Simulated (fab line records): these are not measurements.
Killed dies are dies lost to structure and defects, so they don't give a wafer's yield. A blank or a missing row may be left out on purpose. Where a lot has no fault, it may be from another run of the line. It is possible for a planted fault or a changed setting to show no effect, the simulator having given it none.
fab line records    flow n5Finfet
[record] lots = 5  wafers = 14  lastDay = 17
route steps=1938 shown BEOL_M3@1013 BEOL_M4@1021
lots with no fault: from the same line, run without faults
startH: the number of hours between the record's first day and the start of the first shown wafer of the lot    waitH: hours from the lot's prior step to this one    " identical to the entry in the row above    L1.1+2: one row covering several wafers at once    - no value present, or no start provided    * or withheld: withheld    < > ~ a bound
route shown NAME@n: NAME is a module with steps in the file, n the number in the route of the first one    usual: the fault-free wafers' mean and standard deviation    same: alike in all rows    chamber/n: place in a boat    sites: the reading at each site    _std_site: standard deviation of those values    _edge_site: outer sites' mean less inner sites'    radiusMm: how far each site lies from the wafer's centre    mask NAME#n: copy n    behind: the most recent tool/chamber to have shaped the wafer    hold: cause of the lot's hold/its duration in hours/its outcome    device: names the non-switching transistor (n, p or np)    end of line: the same wafers' tests at the end of the route    a step without rows: its recipe alone    killed: not the wafer's yield, but the dies lost to structure and defects at the first sort    map: a wafer's dies, x killed, . not, _ none there
set.NAME: setting as actually run; set.NAME@STEP: the setting as run at that earlier step    model.NAME: the simulator's own value behind a step, which no gauge read
lots at selected steps of the route; one table per step, one row per wafer
services: a tool's chamber out of use, with start hour (startH, from the record's first day; less than 0 if before it), hours out, and reason
[[steps]]
[step N5_BEOL_M3_CMP_52]
[recipe] stopOn = SiOC  tOverpolishS = 6.8  downForcePsi = 1  platenRpm = 50  clearingPlatenDownForcePsi = 1.5  clearingPlatenRpm = 50  postCmpClean = cuAlkaline  targetThkNm = 40  clearingPlatenPadVelocityMS = 0.99484  padVelocityMS = 0.99484
[usual] barrierFieldEndpointS = 24.8/0.69  headPressurePsi = 0.9999/0.002  motorCurrentA = 6.0/0.64  overpolishRunS = 6.800/0.0089  retainingRingPressureFrac = 0.999/0.0049  timeToEndpointS = 63.6/2.8
lot.wafer  tool    chamber  startH  waitH  barrierFieldEndpointS  headPressurePsi  motorCurrentA  overpolishRunS  retainingRingPressureFrac  timeToEndpointS
L858.2     cmp-02  2        216.13  0.2    23.8                   0.9966           5.4            6.801           0.992                      60.3
L858.4     "       1        "       "      24.3                   1.0005           6.8            6.812           1.006                      59.5
L858.5     "       2        "       "      24.4                   1.0014           5.7            6.808           1.002                      61.6
L860.4     cmp-01  2        226.20  0.1    24.9                   1.0023           6.7            6.800           1.002                      64.4
L860.3     "       0        "       "      25.0                   0.9968           7.3            6.800           1.004                      67.0
L860.1     "       1        "       "      25.2                   0.9991           4.8            6.787           0.996                      64.3
L865.4     cmp-02  0        253.60  0.2    25.1                   0.9972           5.7            6.793           1.012                      63.8
L865.3     "       2        "       "      23.4                   1.0021           5.7            6.797           1.008                      62.2
L870.3     cmp-03  1        286.83  0.2    24.0                   1.0002           5.4            6.804           1.014                      63.9
L870.1     "       3        "       "      25.2                   0.9988           6.5            6.808           1.002                      66.9
L870.5     "       1        "       "      25.3                   1.0006           5.6            6.806           0.999                      66.6
L871.2     cmp-03  1        295.33  0.6    24.0                   1.0005           5.3            6.794           0.989                      61.8
L871.1     "       2        "       "      24.9                   1.0024           6.7            6.794           0.990                      66.0
L871.6     "       1        "       "      24.5                   0.9966           5.6            6.808           0.998                      62.0
[step N5_BEOL_M3_THK_MEAS_53]
[recipe] thkMeasGauge = xrf  reads = Cu_of_BEOL_M3_ECD_50
[usual] M3_THK = 40.9/1.4
lot.wafer  tool          chamber  startH  waitH  M3_THK[nm]
L858.2     filmMetro-01  -        216.42  -      39.1
L858.4     "             -        "       "      39.9
L858.5     "             -        "       "      40.7
L860.1     filmMetro-02  -        226.49  -      41.0
L860.3     "             -        "       "      42.3
L860.4     "             -        "       "      42.6
L865.3     filmMetro-02  -        253.86  -      40.8
L865.4     "             -        "       "      41.7
L870.1     filmMetro-01  -        287.12  -      41.0
L870.3     "             -        "       "      40.4
L870.5     "             -        "       "      41.4
L871.1     filmMetro-02  -        295.58  -      39.8
L871.2     "             -        "       "      39.1
L871.6     "             -        "       "      41.2
[step N5_BEOL_M3_PRE_CLEAN_60]
[recipe] gas = NH3/H2  timeS = 15  tempC = *  rfPowerW = 300
[step N5_BEOL_M3_CO_CAP_55]
[recipe] material = Co  targetThkA = 20  tempC = 200  precursor = CCTBA/H2  pressureTorr = 30  timeS = 102.1
[usual] heaterPowerW = 233/22
lot.wafer  tool      chamber  startH  waitH  heaterPowerW  sinceWetCleanH
L858.2     cvdCo-01  0        216.50  0.0    224           758
L858.4     "         0        "       "      223           -
L858.5     "         1        "       "      274           -
L860.1     cvdCo-02  1        226.59  0.0    203           80
L860.3     "         1        "       "      202           -
L860.4     "         0        "       "      225           -
L865.3     cvdCo-02  2        253.94  0.0    230           555
L865.4     "         1        "       "      207           -
L870.1     cvdCo-01  2        287.20  0.0    220           369
L870.3     "         1        "       "      275           1266
L870.5     "         1        "       "      270           -
L871.1     cvdCo-01  2        295.66  0.0    220           378
L871.2     "         0        "       "      221           837
L871.6     "         1        "       "      269           -
[step N5_BEOL_M3_PRE_CLEAN_56]
[recipe] gas = NH3  timeS = 15  tempC = withheld  rfPowerW = 300
[step N5_BEOL_M3_DEP_57]
[recipe] material = SiCN  targetThkA = 80  tempC = withheld  precursor = 3MS/NH3  pressureTorr = 3  rfW = 202  timeS = 14
[usual] showerheadPlenumPTorr = 3.670/0.01  throttleValvePct = 8.8/0.44
lot.wafer  tool      chamber  startH  waitH  showerheadPlenumPTorr  sinceWetCleanH  throttleValvePct
L858.2     pecvd-04  1        216.62  0.0    3.678                  1827            9.2
L858.4     "         2        "       "      3.666                  -               8.4
L858.5     "         1        "       "      3.667                  -               9.4
L860.1     pecvd-03  1        226.74  0.0    3.668                  1656            9.2
L860.3     "         2        "       "      3.688                  177             9.0
L860.4     "         1        "       "      3.659                  -               9.2
L865.3     pecvd-03  2        254.05  0.0    3.674                  204             9.2
L865.4     "         2        "       "      3.682                  -               9.1
L870.1     pecvd-01  1        287.31  0.0    3.684                  2079            9.3
L870.3     "         2        "       "      3.692                  600             8.8
L870.5     "         2        "       "      3.676                  -               8.9
L871.1     pecvd-04  0        295.77  0.0    3.681                  1181            8.9
L871.2     "         1        "       "      3.668                  1906            9.3
L871.6     "         1        "       "      3.674                  -               9.2
[step N5_BEOL_M3_RS_MEAS_58]
[recipe] thkMeasGauge = four-point-probe  reads = Co_of_BEOL_M3_CO_CAP_55+Cu_of_BEOL_M3_ECD_50+Co_of_BEOL_M3_CVD_47+TaN_of_BEOL_M3_ALD_84
[usual] M3_RS = 0.67/0.031
lot.wafer  tool          chamber  startH  waitH  M3_RS[ohm/sq]
L858.2     filmMetro-01  -        216.68  0.1    0.71
L858.4     "             -        "       "      0.68
L858.5     "             -        "       "      0.67
L860.1     filmMetro-01  -        226.81  0.0    0.67
L860.3     "             -        "       "      0.65
L860.4     "             -        "       "      0.64
L865.3     filmMetro-01  -        254.12  0.1    0.66
L865.4     "             -        "       "      0.64
L870.1     filmMetro-01  -        287.39  0.1    0.67
L870.3     "             -        "       "      0.68
L870.5     "             -        "       "      0.66
L871.1     filmMetro-01  -        295.84  0.0    0.70
L871.2     "             -        "       "      0.71
L871.6     "             -        "       "      0.67
[step N5_BEOL_M3_INSPECT_59]
[recipe] inspectInstrument = darkfield  mode = postDep
[usual] rawDefectCount = 62/20
lot.wafer  tool              chamber  startH  waitH  rawDefectCount
L858.2     defectInspect-02  -        216.71  0.0    69
L858.4     "                 -        "       "      66
L858.5     "                 -        "       "      37
L860.1     defectInspect-01  -        226.84  0.0    42
L860.3     "                 -        "       "      52
L860.4     "                 -        "       "      33
L865.3     defectInspect-01  -        254.15  0.0    82
L865.4     "                 -        "       "      54
L870.1     defectInspect-02  -        287.42  0.0    86
L870.3     "                 -        "       "      67
L870.5     "                 -        "       "      86
L871.1     defectInspect-01  -        295.87  0.0    52
L871.2     "                 -        "       "      38
L871.6     "                 -        "       "      44
[step N5_BEOL_M4_ILD_DEP_00]
[recipe] material = SiOC  targetThkA = 790  tempC = 350  precursor = DEMS/O2  pressureTorr = 5  rfW = 500  timeS = 15.3
[step N5_BEOL_M4_THK_MEAS_01]
[recipe] reads = SiOC_of_BEOL_M4_ILD_DEP_00
[usual] M4_ILD_THK = 78.4/0.88
lot.wafer  tool          chamber  startH  waitH  M4_ILD_THK[nm]
L858.2     filmMetro-01  -        216.81  0.1    76.9
L858.4     "             -        "       "      77.5
L858.5     "             -        "       "      79.0
L860.1     filmMetro-02  -        226.94  0.0    78.2
L860.3     "             -        "       "      78.1
L860.4     "             -        "       "      78.7
L865.3     filmMetro-01  -        254.25  0.1    77.6
L865.4     "             -        "       "      78.9
L870.1     filmMetro-02  -        287.52  0.0    78.0
L870.3     "             -        "       "      77.5
L870.5     "             -        "       "      79.4
L871.1     filmMetro-01  -        295.99  0.1    77.8
L871.2     "             -        "       "      77.1
L871.6     "             -        "       "      78.6
[step N5_BEOL_M4_PECVD_72]
[recipe] material = SiO2  targetThkA = 160  tempC = 400  precursor = TEOS/O2  pressureTorr = 5.5  rfW = 450  teosFlowSccm = 53.8  gas = O2  flowSccm = 3000  timeS = 18
[usual] heaterPowerW = 769/130  showerheadPlenumPTorr = 8.79/0.04  throttleValvePct = 22.1/1.3
lot.wafer  tool      chamber  startH  waitH  heaterPowerW  showerheadPlenumPTorr  sinceWetCleanH  throttleValvePct
L858.2     pecvd-04  2        216.85  0.0    545           8.75                   348             20.8
L858.4     "         0        "       "      721           8.86                   -               21.5
L858.5     "         2        "       "      555           8.78                   -               21.1
L860.1     pecvd-03  0        226.98  0.0    756           8.76                   931             19.8
L860.3     "         2        "       "      853           8.83                   177             22.4
L860.4     "         1        "       "      843           8.75                   -               22.7
L865.3     pecvd-03  1        254.29  0.0    965           8.81                   1683            22.6
L865.4     "         1        "       "      960           8.80                   -               22.8
L870.1     pecvd-04  1        287.56  0.0    915           8.82                   1898            23.1
L870.3     "         0        "       "      589           8.87                   1173            21.4
L870.5     "         2        "       "      580           8.74                   -               21.1
L871.1     pecvd-04  2        296.03  0.0    538           8.76                   427             21.1
L871.2     "         1        "       "      821           8.82                   1906            23.6
L871.6     "         2        "       "      534           8.78                   -               21.1
[step N5_BEOL_M4_HM_DEP_02]
[recipe] material = TiN  targetThkA = 200  tempC = 25  chamberPressurePa = 0.49996
[usual] substrateTempC = 24.99/0.1  throttleValvePct = 29.9/1.1
lot.wafer  tool           chamber  startH  waitH  substrateTempC  throttleValvePct
L858.2     pvdSputter-01  -        218.22  1.4    25.21           30.5
L858.4     "              -        "       "      24.90           29.7
L858.5     "              -        "       "      24.86           29.7
L860.1     pvdSputter-03  -        227.05  0.1    25.17           28.4
L860.3     "              -        "       "      24.93           29.6
L860.4     "              -        "       "      25.03           31.0
L865.3     pvdSputter-01  -        254.99  0.7    24.92           30.7
L865.4     "              -        "       "      25.03           30.5
L870.1     pvdSputter-01  -        287.73  0.2    24.96           29.5
L870.3     "              -        "       "      24.97           29.9
L870.5     "              -        "       "      24.96           29.9
L871.1     pvdSputter-02  -        296.37  0.3    24.90           28.8
L871.2     "              -        "       "      25.02           28.9
L871.6     "              -        "       "      24.97           30.8
[step N5_BEOL_M4_COAT_61]
[recipe] resist = SOC  tempC = 250  timeS = 60  spinRpm = 1500  resistThkNm = 60
[usual] heaterPowerTotalW = 500.5/1.7  plateTempC = 250.00/0.19  runLengthS = 66.0/0.34  spinSpeedRpm = 1500.1/0.82
lot.wafer  tool           chamber  startH  waitH  heaterPowerTotalW  plateTempC  runLengthS  spinSpeedRpm
L858.2     lithoTrack-05  0        218.35  0.1    499.8              249.77      65.7        1500.5
L858.4     "              0        "       "      503.0              249.86      65.8        1502.1
L858.5     "              0        "       "      500.0              250.13      65.7        1500.9
L860.1     lithoTrack-01  0        227.18  0.1    498.8              250.05      66.3        1499.8
L860.3     "              0        "       "      497.7              250.00      66.3        1500.8
L860.4     "              0        "       "      502.6              250.05      66.2        1501.1
L865.3     lithoTrack-05  0        255.11  0.1    499.1              250.23      65.8        1500.3
L865.4     "              0        "       "      502.0              250.24      69.9        1501.8
L870.1     lithoTrack-04  0        287.86  0.1    500.1              250.15      66.4        1498.5
L870.3     "              0        "       "      499.0              250.27      66.4        1500.7
L870.5     "              0        "       "      498.1              250.30      66.5        1499.6
L871.1     lithoTrack-04  0        296.49  0.1    501.0              250.06      66.6        1498.8
L871.2     "              0        "       "      498.3              249.94      66.4        1499.9
L871.6     "              0        "       "      500.2              249.87      66.4        1500.3
[step N5_BEOL_M4_COAT_62]
[recipe] resist = SiARC  tempC = 220  timeS = 60  spinRpm = 1500  resistThkNm = 12
[step N5_BEOL_M4_RC_MEAS_101]
[usual] DIBL_N = 36.4/1.5  DIBL_P = 36.6/1.9  IOFF_N = 0.155/0.021  IOFF_P = 0.211/0.028  ION_N = 671/8.6  ION_P = 462/5.8  SS_N = 71.5/0.5  SS_P = 73.4/0.58  VT_N = 250.1/2.4  VT_P = -250.1/3
lot.wafer  tool       chamber  startH  waitH  DIBL_N[mV/V]  DIBL_P[mV/V]  IOFF_N[nA/um]  IOFF_P[nA/um]  ION_N[uA/um]  ION_P[uA/um]  SS_N[mV/dec]  SS_P[mV/dec]  VT_N[mV]  VT_P[mV]
L858.2     prober-02  0        230.85  0.2    33.8          35.9          0.128          0.204          662           470           71.2          72.7          252.9     -250.4
L858.4     "          0        "       "      33.3          35.1          0.130          0.204          665           459           71.6          72.4          253.2     -249.0
L858.5     "          0        "       "      32.6          33.9          0.117          0.194          662           463           70.7          72.2          255.6     -251.4
L860.1     prober-01  0        236.66  0.0    37.9          36.6          0.174          0.260          679           470           71.2          74.1          248.3     -245.9
L860.3     "          0        "       "      35.9          33.9          0.145          0.215          672           467           71.5          73.4          248.4     -244.7
L860.4     "          0        "       "      36.7          35.3          0.170          0.243          681           476           71.0          73.4          247.0     -244.5
L865.3     prober-01  0        268.98  0.3    39.6          40.0          0.206          0.262          677           464           72.4          73.9          245.3     -248.5
L865.4     "          0        "       "      39.0          38.8          0.194          0.248          670           463           72.1          73.7          247.8     -249.0
L870.1     prober-01  0        297.26  0.0    35.2          35.6          0.151          0.193          671           461           72.0          72.9          250.0     -251.9
L870.3     "          0        "       "      34.2          34.3          0.145          0.181          672           460           71.6          72.7          252.7     -252.8
L870.5     "          0        "       "      33.5          33.9          0.131          0.171          664           457           71.2          72.7          252.5     -252.1
L871.1     prober-02  0        308.25  0.0    34.5          34.4          0.117          0.138          674           460           70.9          72.5          252.8     -259.8
L871.2     "          0        "       "      36.2          35.8          0.140          0.153          675           455           71.0          73.1          251.5     -257.3
L871.6     "          0        "       "      37.7          38.3          0.170          0.188          680           454           70.7          74.0          247.1     -252.9
[[services]]
tool           chamber  startH  hours  kind
cmp-02         -        195.41  0.5    repair
pecvd-04       2        196.29  4.3    repair
pecvd-04       2        200.63  2.1    scheduledDown
pecvd-04       0        202.76  5.5    scheduledDown
cmp-03         -        204.75  0.8    repair
pecvd-04       0        208.30  5.5    scheduledDown
cvdCo-02       -        209.17  1.3    repair
cmp-01         -        213.82  4.0    pm
cmp-01         -        217.82  -      consumableReplace:conditioner
cmp-01         -        217.82  -      consumableReplace:pad
pecvd-04       0        218.92  5.0    scheduledDown
pecvd-01       2        232.62  4.2    repair
cmp-02         -        246.20  5.2    pm
cvdCo-01       -        247.06  14.6   pm
pecvd-04       1        264.91  2.1    scheduledDown
lithoTrack-01  -        281.54  -      consumableReplace:filter
cvdCo-01       -        283.11  0.4    repair
pecvd-03       -        286.97  14.6   pm
cmp-03         -        288.14  4.0    pm
cmp-03         -        292.14  -      consumableReplace:conditioner
cmp-03         -        292.14  -      consumableReplace:pad
cmp-01         -        292.42  2.4    repair
cmp-02         -        294.59  1.2    repair
pecvd-04       0        295.89  2.1    scheduledDown
[[key]]
[firstSign] step = N5_BEOL_M4_COAT_61  reading = runLengthS  direction = up  sigmas = 11  usual = *  struck = *
effect none on later readings
metAt N5_BEOL_M4_COAT_61
struckWafers L865.4
onsetBetween 218.35 255.11
[fault] kind = processParameterDrift  tool = lithoTrack-05  chamber = -  onsetH = 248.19  steps = N5_BEOL_M4_COAT_61  channel = timeS  offset = *  shape = step  endH = 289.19  scope = struckWafersOnly  actsIn = *  stated = *
